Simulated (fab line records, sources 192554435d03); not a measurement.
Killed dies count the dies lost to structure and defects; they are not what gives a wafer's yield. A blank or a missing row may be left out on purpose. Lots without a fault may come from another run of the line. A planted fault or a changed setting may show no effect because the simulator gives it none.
The tool behind it: which one? | flow n5_finfet | Sampling: 22 lots, 66 wafers, 6 of 1938 route steps

## WHAT THE GAUGES SHOWED, per wafer
N5_BEOL_M0_OCD_MEAS_108.
lot  | measured     | on     | trench_depth_nm (nm)
L074 | day 5 19:56  | ocd-02 | 32.6 33.1 33.1
L075 | day 6 03:03  | ocd-02 | 32.4 32.3 33.2
L076 | day 6 05:17  | ocd-01 | 32.2 32.5 32.7
L078 | day 6 16:54  | ocd-01 | 33.0 32.7 32.1
L079 | day 7 02:08  | ocd-02 | 32.4 33.0 33.1
L080 | day 7 15:59  | ocd-01 | 32.0 31.1 33.4
L081 | day 7 19:17  | ocd-02 | 33.4 31.9 33.3
L082 | day 7 22:40  | ocd-02 | 33.1 31.9 32.7
L084 | day 8 03:42  | ocd-02 | 33.0 32.8 32.6
L083 | day 8 04:01  | ocd-01 | 32.5 31.6 32.9
L085 | day 8 13:38  | ocd-01 | 32.5 33.4 32.9
L086 | day 8 18:32  | ocd-01 | 33.4 32.8 32.9
L088 | day 9 16:27  | ocd-01 | 32.7 33.1 32.2
L089 | day 9 16:34  | ocd-01 | 33.2 32.6 33.1
L090 | day 9 19:33  | ocd-01 | 32.9 33.0 33.3
L091 | day 9 22:38  | ocd-02 | 32.9 33.4 33.6
L092 | day 10 03:51 | ocd-02 | 32.4 32.5 32.1
L093 | day 10 19:11 | ocd-01 | 32.5 33.4 32.8
L094 | day 11 06:23 | ocd-01 | 33.2 32.9 32.9
L095 | day 11 06:17 | ocd-02 | 32.9 32.8 33.2
L096 | day 11 21:19 | ocd-02 | 32.2 31.4 32.8
L097 | day 11 23:46 | ocd-01 | 32.0 32.7 32.1

## WHICH TOOL RAN EACH LOT (tool, then ch and the chambers of the sampled wafers, then the start)
lot  | N5_BEOL_M0_SAQP_HM_OPEN_112        | N5_BEOL_M0_SAQP_STRIP_86           | N5_BEOL_M0_SAQP_RECESS_114         | N5_BEOL_M0_SAQP_RECESS_109         | N5_BEOL_M0_ETCH_138
L074 | rie_diel-03 ch 2,3, day 5 13:11    | rie_diel-03 ch 0,1, day 5 13:22    | vapor_etch-02 ch 0,1, day 5 13:31  | vapor_etch-02 ch 0,1, day 5 15:41  | rie_diel-05 ch 0,2, day 5 18:49
L075 | rie_diel-03 ch 0,3, day 5 17:23    | rie_diel-04 ch 0,2,3, day 5 17:34  | vapor_etch-01 ch 1, day 5 17:42    | vapor_etch-01 ch 0, day 5 19:52    | rie_diel-06 ch 1,3, day 5 23:00
L076 | rie_diel-04 ch 0,2, day 5 21:21    | rie_diel-04 ch 0,3, day 5 21:32    | vapor_etch-01 ch 0,1, day 5 21:40  | vapor_etch-01 ch 0,1, day 5 23:58  | rie_diel-05 ch 0,2,3, day 6 02:56
L078 | rie_diel-04 ch 0,2, day 6 10:08    | rie_diel-03 ch 0,2,3, day 6 10:19  | vapor_etch-01 ch 0,1, day 6 10:49  | vapor_etch-02 ch 0,1, day 6 12:46  | rie_diel-02 ch 1,2, day 6 15:58
L079 | rie_diel-04 ch 0,1,3, day 6 14:34  | rie_diel-03 ch 0,1,3, day 6 14:44  | vapor_etch-01 ch 0, day 6 14:52    | vapor_etch-01 ch 0,1, day 6 16:56  | rie_diel-06 ch 0,3, day 6 20:48
L080 | rie_diel-01 ch 0,2,3, day 7 08:40  | rie_diel-04 ch 1,2,3, day 7 08:50  | vapor_etch-01 ch 0,1, day 7 09:05  | vapor_etch-02 ch 0,1, day 7 12:04  | rie_diel-02 ch 0,1,2, day 7 15:01
L081 | rie_diel-04 ch 0,1,2, day 7 09:16  | rie_diel-03 ch 0,1,3, day 7 09:27  | vapor_etch-02 ch 0,1, day 7 09:35  | vapor_etch-02 ch 1, day 7 12:11    | rie_diel-06 ch 0,1,2, day 7 15:37
L082 | rie_diel-01 ch 0,2,3, day 7 14:36  | rie_diel-03 ch 0,1,2, day 7 14:47  | vapor_etch-02 ch 0,1, day 7 14:55  | vapor_etch-01 ch 0,1, day 7 17:55  | rie_diel-02 ch 0,1,2, day 7 21:01
L084 | rie_diel-01 ch 0,3, day 7 20:36    | rie_diel-03 ch 2,3, day 7 20:47    | vapor_etch-01 ch 0,1, day 7 20:55  | vapor_etch-01 ch 1, day 7 23:15    | rie_diel-06 ch 0,2, day 8 02:14
L083 | rie_diel-04 ch 0,2,3, day 7 21:39  | rie_diel-03 ch 2,3, day 7 21:56    | vapor_etch-02 ch 0,1, day 7 22:04  | vapor_etch-01 ch 0,1, day 8 00:14  | rie_diel-05 ch 0,2,3, day 8 03:23
L085 | rie_diel-04 ch 1,2,3, day 8 07:26  | rie_diel-03 ch 0,1, day 8 07:38    | vapor_etch-02 ch 0,1, day 8 07:55  | vapor_etch-02 ch 0,1, day 8 09:54  | rie_diel-06 ch 0,1,3, day 8 12:41
L086 | rie_diel-04 ch 1,2,3, day 8 11:15  | rie_diel-04 ch 0,2,3, day 8 11:26  | vapor_etch-02 ch 0,1, day 8 11:34  | vapor_etch-02 ch 0,1, day 8 13:34  | rie_diel-06 ch 1,2,3, day 8 17:25
L088 | rie_diel-01 ch 0,2,3, day 9 07:53  | rie_diel-04 ch 1,2, day 9 08:08    | vapor_etch-01 ch 0,1, day 9 08:16  | vapor_etch-01 ch 0,1, day 9 10:18  | rie_diel-06 ch 1,2, day 9 13:31
L089 | rie_diel-04 ch 0,1,2, day 9 09:11  | rie_diel-01 ch 1,3, day 9 09:28    | vapor_etch-01 ch 0,1, day 9 09:35  | vapor_etch-01 ch 0,1, day 9 11:31  | rie_diel-05 ch 0,1,3, day 9 14:52
L090 | rie_diel-04 ch 0,1, day 9 13:28    | rie_diel-04 ch 0,1, day 9 13:47    | vapor_etch-02 ch 0,1, day 9 14:03  | vapor_etch-02 ch 0,1, day 9 15:55  | rie_diel-02 ch 2,3, day 9 18:59
L091 | rie_diel-01 ch 0,1, day 9 14:59    | rie_diel-01 ch 0,1,3, day 9 15:10  | vapor_etch-02 ch 0, day 9 15:18    | vapor_etch-02 ch 0,1, day 9 17:17  | rie_diel-06 ch 1,2,3, day 9 21:15
L092 | rie_diel-03 ch 1,2, day 9 21:07    | rie_diel-03 ch 0,1,2, day 9 21:18  | vapor_etch-02 ch 1, day 9 21:26    | vapor_etch-01 ch 0,1, day 9 23:32  | rie_diel-06 ch 1,2,3, day 10 03:01
L093 | rie_diel-01 ch 0,1,3, day 10 08:52 | rie_diel-03 ch 2,3, day 10 09:02   | vapor_etch-01 ch 0,1, day 10 09:11 | vapor_etch-01 ch 0,1, day 10 11:46 | rie_diel-06 ch 0,1,3, day 10 15:38
L094 | rie_diel-01 ch 0,2,3, day 10 14:58 | rie_diel-03 ch 1,2, day 10 15:08   | vapor_etch-01 ch 0,1, day 10 15:16 | vapor_etch-01 ch 0,1, day 10 17:15 | rie_diel-05 ch 2,3, day 10 21:05
L095 | rie_diel-03 ch 1,2,3, day 10 21:10 | rie_diel-03 ch 1,3, day 10 21:21   | vapor_etch-01 ch 0,1, day 10 21:38 | vapor_etch-01 ch 0,1, day 11 00:21 | rie_diel-02 ch 1,2,3, day 11 03:26
L096 | rie_diel-03 ch 0,2,3, day 11 15:23 | rie_diel-03 ch 0,1,2, day 11 15:35 | vapor_etch-01 ch 0,1, day 11 15:50 | vapor_etch-02 ch 0,1, day 11 17:47 | rie_diel-02 ch 0,2, day 11 20:44
L097 | rie_diel-03 ch 0,2,3, day 11 17:40 | rie_diel-03 ch 0,1,3, day 11 17:51 | vapor_etch-02 ch 0,1, day 11 17:59 | vapor_etch-02 ch 0,1, day 11 19:55 | rie_diel-06 ch 0,2,3, day 11 23:12
- N5_BEOL_M0_SAQP_HM_OPEN_112: chemistry CHF3/O2, target SiO2, stops on a-Si, target depth 12 nm, time 13.5 s.
- N5_BEOL_M0_SAQP_STRIP_86: strips in N2/H2.
- N5_BEOL_M0_SAQP_RECESS_114: chemistry HF/NH3, target SiO2, target depth 14.4 nm, afs cycles 3, sublimation time 60 s.
- N5_BEOL_M0_SAQP_RECESS_109: chemistry HF/NH3, target SiO2, target depth 3 nm, afs cycles 1, sublimation time 60 s.
- N5_BEOL_M0_ETCH_138: etches SiCN in CH3F/O2, target depth 12 nm, time 31.6 s.

## WHAT THE TOOLS THEMSELVES READ (means of the sampled wafers that have a number; where no wafer has one, the mark that the record gives instead)
N5_BEOL_M0_SAQP_HM_OPEN_112.
lot  | tool        | drypump_motor_current_A (A) | oes_product_au (a.u.) | rf_vpp_V (V) | showerhead_plenum_p_Torr (Torr) | throttle_valve_pct (%)
L074 | rie_diel-03 | 5.0                         | 0.57                  | 523          | 2.42                            | 18.98
L075 | rie_diel-03 | 4.9                         | 0.54                  | 522          | 2.34                            | 19.01
L076 | rie_diel-04 | 5.8                         | 0.46                  | 527          | 2.49                            | 19.06
L078 | rie_diel-04 | 5.8                         | 0.45                  | 531          | 2.48                            | 19.05
L079 | rie_diel-04 | 6.0                         | 0.49                  | 527          | 2.38                            | 18.81
L080 | rie_diel-01 | 5.3                         | 0.53                  | 526          | 2.46                            | 18.84
L081 | rie_diel-04 | 5.8                         | 0.48                  | 529          | 2.43                            | 18.87
L082 | rie_diel-01 | 5.3                         | 0.53                  | 526          | 2.46                            | 18.84
L084 | rie_diel-01 | 5.2                         | 0.57                  | 528          | 2.52                            | 18.76
L083 | rie_diel-04 | 6.0                         | 0.46                  | 526          | 2.42                            | 19.02
L085 | rie_diel-04 | 6.0                         | 0.49                  | 522          | 2.37                            | 18.84
L086 | rie_diel-04 | 6.0                         | 0.49                  | 524          | 2.37                            | 18.85
L088 | rie_diel-01 | 5.3                         | 0.52                  | 527          | 2.46                            | 18.86
L089 | rie_diel-04 | 5.8                         | 0.48                  | 529          | 2.43                            | 18.89
L090 | rie_diel-04 | 5.8                         | 0.47                  | 533          | 2.43                            | 18.88
L091 | rie_diel-01 | 5.7                         | 0.56                  | 529          | 2.55                            | 18.49
L092 | rie_diel-03 | 5.6                         | 0.55                  | 520          | 2.50                            | 18.98
L093 | rie_diel-01 | 5.5                         | 0.55                  | 529          | 2.51                            | 18.65
L094 | rie_diel-01 | 5.4                         | 0.58                  | 526          | 2.45                            | 18.74
L095 | rie_diel-03 | 5.4                         | 0.53                  | 521          | 2.43                            | 18.98
L096 | rie_diel-03 | 5.1                         | 0.55                  | 522          | 2.48                            | 18.98
L097 | rie_diel-03 | 5.1                         | 0.55                  | 522          | 2.48                            | 18.97

N5_BEOL_M0_SAQP_STRIP_86.
lot  | tool        | bias_power_w (W) | drypump_motor_current_A (A) | h2_flow_sccm (sccm) | n2_flow_sccm (sccm) | oes_product_au (a.u.) | rf_vpp_V (V) | showerhead_plenum_p_Torr (Torr) | temp_c (C) | throttle_valve_pct (%)
L074 | rie_diel-03 | 28.00            | 5.4                         | 299.9               | 300.1               | 0.78                  | 121.9        | 3.27                            | 40.02      | 18.83
L075 | rie_diel-04 | 28.05            | 6.0                         | 300.1               | 300.4               | 0.70                  | 122.1        | 3.37                            | 39.98      | 18.92
L076 | rie_diel-04 | 27.85            | 6.0                         | 301.9               | 299.2               | 0.70                  | 122.4        | 3.37                            | 39.97      | 18.92
L078 | rie_diel-03 | 27.99            | 5.1                         | 300.0               | 300.1               | 0.81                  | 121.4        | 3.34                            | 40.04      | 18.98
L079 | rie_diel-03 | 28.00            | 5.3                         | 299.8               | 299.6               | 0.83                  | 121.7        | 3.30                            | 40.01      | 18.86
L080 | rie_diel-04 | 27.94            | 6.0                         | 301.5               | 299.5               | 0.75                  | 120.6        | 3.31                            | 40.04      | 18.88
L081 | rie_diel-03 | 28.07            | 5.3                         | 300.5               | 300.6               | 0.82                  | 121.6        | 3.29                            | 39.88      | 18.85
L082 | rie_diel-03 | 28.04            | 5.5                         | 300.4               | 299.9               | 0.81                  | 120.9        | 3.38                            | 40.13      | 18.96
L084 | rie_diel-03 | 28.00            | 5.0                         | 300.5               | 300.6               | 0.86                  | 121.8        | 3.36                            | 39.97      | 19.00
L083 | rie_diel-03 | 27.94            | 5.0                         | 300.5               | 299.0               | 0.86                  | 121.2        | 3.36                            | 40.06      | 19.00
L085 | rie_diel-03 | 27.97            | 5.5                         | 298.9               | 300.7               | 0.76                  | 121.9        | 3.26                            | 40.04      | 18.87
L086 | rie_diel-04 | 28.00            | 6.0                         | 300.4               | 299.6               | 0.69                  | 121.9        | 3.36                            | 39.98      | 18.94
L088 | rie_diel-04 | 27.99            | 5.8                         | 300.3               | 300.0               | 0.73                  | 122.7        | 3.38                            | 39.99      | 18.92
L089 | rie_diel-01 | 27.95            | 5.6                         | 298.7               | 300.6               | 0.87                  | 122.4        | 3.46                            | 39.99      | 18.57
L090 | rie_diel-04 | 27.97            | 5.7                         | 299.1               | 300.7               | 0.78                  | 122.8        | 3.33                            | 39.95      | 18.88
L091 | rie_diel-01 | 28.09            | 5.5                         | 300.3               | 299.8               | 0.87                  | 124.5        | 3.50                            | 40.08      | 18.81
L092 | rie_diel-03 | 27.99            | 5.5                         | 300.2               | 300.3               | 0.79                  | 122.9        | 3.37                            | 40.07      | 18.99
L093 | rie_diel-03 | 27.97            | 5.2                         | 300.9               | 301.3               | 0.82                  | 123.3        | 3.44                            | 39.90      | 19.14
L094 | rie_diel-03 | 27.90            | 5.6                         | 299.5               | 300.8               | 0.81                  | 121.9        | 3.48                            | 39.89      | 19.09
L095 | rie_diel-03 | 28.02            | 5.6                         | 300.2               | 299.1               | 0.83                  | 121.9        | 3.35                            | 40.01      | 18.87
L096 | rie_diel-03 | 27.98            | 5.5                         | 300.0               | 300.5               | 0.86                  | 122.6        | 3.50                            | 39.95      | 18.88
L097 | rie_diel-03 | 27.93            | 5.3                         | 299.6               | 299.5               | 0.86                  | 123.6        | 3.41                            | 40.07      | 18.77

N5_BEOL_M0_SAQP_RECESS_114.
lot  | tool          | drypump_motor_current_A (A) | temp_c (C)
L074 | vapor_etch-02 | 5.8                         | 30.03
L075 | vapor_etch-01 | 6.8                         | 29.98
L076 | vapor_etch-01 | 6.5                         | 30.00
L078 | vapor_etch-01 | 6.6                         | 30.07
L079 | vapor_etch-01 | 6.3                         | 29.99
L080 | vapor_etch-01 | 6.5                         | 30.03
L081 | vapor_etch-02 | 5.8                         | 30.03
L082 | vapor_etch-02 | 5.4                         | 29.90
L084 | vapor_etch-01 | 6.5                         | 29.96
L083 | vapor_etch-02 | 5.4                         | 30.01
L085 | vapor_etch-02 | 5.8                         | 29.95
L086 | vapor_etch-02 | 5.8                         | 30.02
L088 | vapor_etch-01 | 6.5                         | 30.06
L089 | vapor_etch-01 | 6.6                         | 30.10
L090 | vapor_etch-02 | 5.8                         | 30.05
L091 | vapor_etch-02 | 5.1                         | 29.96
L092 | vapor_etch-02 | 6.1                         | 29.92
L093 | vapor_etch-01 | 6.5                         | 30.04
L094 | vapor_etch-01 | 6.5                         | 30.10
L095 | vapor_etch-01 | 6.5                         | 30.03
L096 | vapor_etch-01 | 6.5                         | 30.01
L097 | vapor_etch-02 | 5.4                         | 29.89

N5_BEOL_M0_SAQP_RECESS_109.
lot  | tool          | drypump_motor_current_A (A) | temp_c (C)
L074 | vapor_etch-02 | 5.8                         | 30.05
L075 | vapor_etch-01 | 6.3                         | 29.92
L076 | vapor_etch-01 | 6.6                         | 29.97
L078 | vapor_etch-02 | 5.4                         | 30.00
L079 | vapor_etch-01 | 6.5                         | 29.98
L080 | vapor_etch-02 | 5.8                         | 30.02
L081 | vapor_etch-02 | 6.1                         | 30.03
L082 | vapor_etch-01 | 6.6                         | 29.96
L084 | vapor_etch-01 | 6.8                         | 30.00
L083 | vapor_etch-01 | 6.6                         | 30.14
L085 | vapor_etch-02 | 5.8                         | 29.86
L086 | vapor_etch-02 | 5.4                         | 30.05
L088 | vapor_etch-01 | 6.5                         | 30.27
L089 | vapor_etch-01 | 6.6                         | 29.98
L090 | vapor_etch-02 | 5.8                         | 29.86
L091 | vapor_etch-02 | 5.8                         | 29.97
L092 | vapor_etch-01 | 6.5                         | 30.00
L093 | vapor_etch-01 | 6.5                         | 29.99
L094 | vapor_etch-01 | 6.5                         | 29.97
L095 | vapor_etch-01 | 6.5                         | 29.91
L096 | vapor_etch-02 | 5.8                         | 30.03
L097 | vapor_etch-02 | 5.8                         | 29.97

N5_BEOL_M0_ETCH_138.
lot  | tool        | drypump_motor_current_A (A) | etch_rf_on_time_s (s) | oes_product_au (a.u.) | rf_vpp_V (V) | showerhead_plenum_p_Torr (Torr) | throttle_valve_pct (%)
L074 | rie_diel-05 | 5.8                         | 27.7                  | 0.70                  | 297.0        | 1.99                            | 16.29
L075 | rie_diel-06 | 6.1                         | 28.3                  | 0.65                  | 295.1        | 1.95                            | 16.42
L076 | rie_diel-05 | 5.9                         | 28.6                  | 0.65                  | 298.0        | 2.00                            | 16.39
L078 | rie_diel-02 | 5.4                         | 28.9                  | 0.64                  | 297.6        | 1.97                            | 16.45
L079 | rie_diel-06 | 6.1                         | 28.9                  | 0.71                  | 297.2        | 1.94                            | 16.32
L080 | rie_diel-02 | 5.7                         | 30.1                  | 0.63                  | 296.0        | 1.96                            | 16.51
L081 | rie_diel-06 | 5.9                         | 28.3                  | 0.77                  | 297.2        | 1.97                            | 16.14
L082 | rie_diel-02 | 5.7                         | 29.3                  | 0.62                  | 297.3        | 1.96                            | 16.52
L084 | rie_diel-06 | 5.9                         | 28.5                  | 0.81                  | 297.5        | 1.96                            | 15.95
L083 | rie_diel-05 | 5.9                         | 28.8                  | 0.72                  | 297.3        | 1.99                            | 16.27
L085 | rie_diel-06 | 6.0                         | 28.9                  | 0.69                  | 295.9        | 1.96                            | 16.34
L086 | rie_diel-06 | 6.0                         | 29.2                  | 0.69                  | 296.8        | 1.96                            | 16.26
L088 | rie_diel-06 | 5.9                         | 29.1                  | 0.74                  | 296.8        | 1.97                            | 16.08
L089 | rie_diel-05 | 5.5                         | 28.4                  | 0.70                  | 296.8        | 1.96                            | 16.22
L090 | rie_diel-02 | 6.1                         | 28.5                  | 0.61                  | 296.7        | 1.96                            | 16.85
L091 | rie_diel-06 | 6.0                         | 29.5                  | 0.69                  | 296.1        | 1.96                            | 16.28
L092 | rie_diel-06 | 6.0                         | 28.3                  | 0.68                  | 297.4        | 1.95                            | 16.28
L093 | rie_diel-06 | 6.0                         | 28.8                  | 0.66                  | 296.1        | 1.95                            | 16.39
L094 | rie_diel-05 | 6.1                         | 28.9                  | 0.71                  | 298.0        | 2.02                            | 16.36
L095 | rie_diel-02 | 5.8                         | 29.5                  | 0.61                  | 295.6        | 1.96                            | 16.69
L096 | rie_diel-02 | 6.0                         | 29.5                  | 0.60                  | 295.9        | 1.94                            | 16.63
L097 | rie_diel-06 | 6.0                         | 28.6                  | 0.71                  | 295.9        | 1.94                            | 16.21

## THE ANSWER, worked out from the rows above alone
Rule: usual is defined by the lots themselves. Put in order of their means at a reading, lots are off if they are a third of the lots or fewer, leave a main group of 4 or more, and stand apart from it by a gap of 3 or more times the standard deviation of the main group's means; of several such gaps the widest counts. A main group whose means are all the same, to the digits that the tables above print for the reading, isn't used. A lot without any number at a reading at which 4 lots or more have one is off too. Where the step has rows for the other lots, those lots are counted as sound. First the gauges in route order, then the tools' own readings, where a lot's mean is used as printed above. The first step at which some lot is off is used, and at that step the reading that is off furthest; a lot without a number counts as furthest.
No lot is off at any reading shown: from this, nothing can be told.

## WHAT THE SIMULATOR PUT IN
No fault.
